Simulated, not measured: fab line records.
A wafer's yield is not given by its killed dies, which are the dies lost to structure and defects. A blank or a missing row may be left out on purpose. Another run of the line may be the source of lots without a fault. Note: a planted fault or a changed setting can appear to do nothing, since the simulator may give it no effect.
One fault seen from 2 desks + flow n5Finfet + what lay behind the numbers comes last; until then each desk has only its own

METROLOGY DESK
What the gauges read, lot by lot, whatever tool the lot ran on: means of the sampled wafers that have a number. Any lot whose mean is over 4 standard deviations away from the usual mean is out of limits and marked OUT; that distance is given in the brackets.
Columns: A = trenchDepthNm at N5_BEOL_M9_OCD_MEAS_38, usual 150 nm; B = cdNm at N5_BEOL_M9_CD_MEAS_35, usual 70.0 nm
| lot  | first seen here | A   | B    |
|------|-----------------|-----|------|
| L250 | day 11 21:00    | 151 | 70.1 |
| L252 | day 13 11:06    | 149 | 69.7 |
| L254 | day 13 11:43    | 152 | 70.0 |
| L253 | day 13 11:47    | 147 | 69.3 |
| L265 | day 16 12:50    | 149 | 70.5 |
Result from this desk: across the 5 lots, nothing is out of limits.

THE TOOL OWNER'S DESK: pvdSputter-03
At N5_BEOL_M9_DEGAS_44 (time 60 s), the tool's own readings, given per lot that ran on this tool as the mean of the sampled wafers with a number. Any lot whose mean is over 4 standard deviations away from the usual mean is out of limits and marked OUT; that distance is given in the brackets.
Columns: A = heaterPowerW at N5_BEOL_M9_DEGAS_44, usual 338 W; B = susceptorTempC at N5_BEOL_M9_DEGAS_44, usual 250.01 C
| lot  | first seen here | A   | B                |
|------|-----------------|-----|------------------|
| L252 | day 13 11:44    | 342 | 250.09           |
| L253 | day 13 12:32    | 348 | 245.19 (-28) OUT |
This desk's verdict: out of limits on L253, starting with L253 at day 13 12:32 (susceptorTempC at N5_BEOL_M9_DEGAS_44). L252 stayed within limits.

PUT TOGETHER
The tool owner's desk had the chance to raise an alarm at day 13 12:32 on L253.
Nothing out of limits was seen by the metrology desk.
The metrology desk has L253 on record, within its limits.
The lots listed all ran N5_BEOL_M9_DEGAS_44 on pvdSputter-03.

WHAT HAD BEEN PUT IN BY THE SIMULATOR
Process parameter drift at N5_BEOL_M9_DEGAS_44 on pvdSputter-03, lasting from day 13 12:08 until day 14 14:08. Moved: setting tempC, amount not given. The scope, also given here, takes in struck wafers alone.
Shown lots that were struck: L253.
Each desk's first reading out of limits, in hours after the fault started: the tool owner's desk, 0.
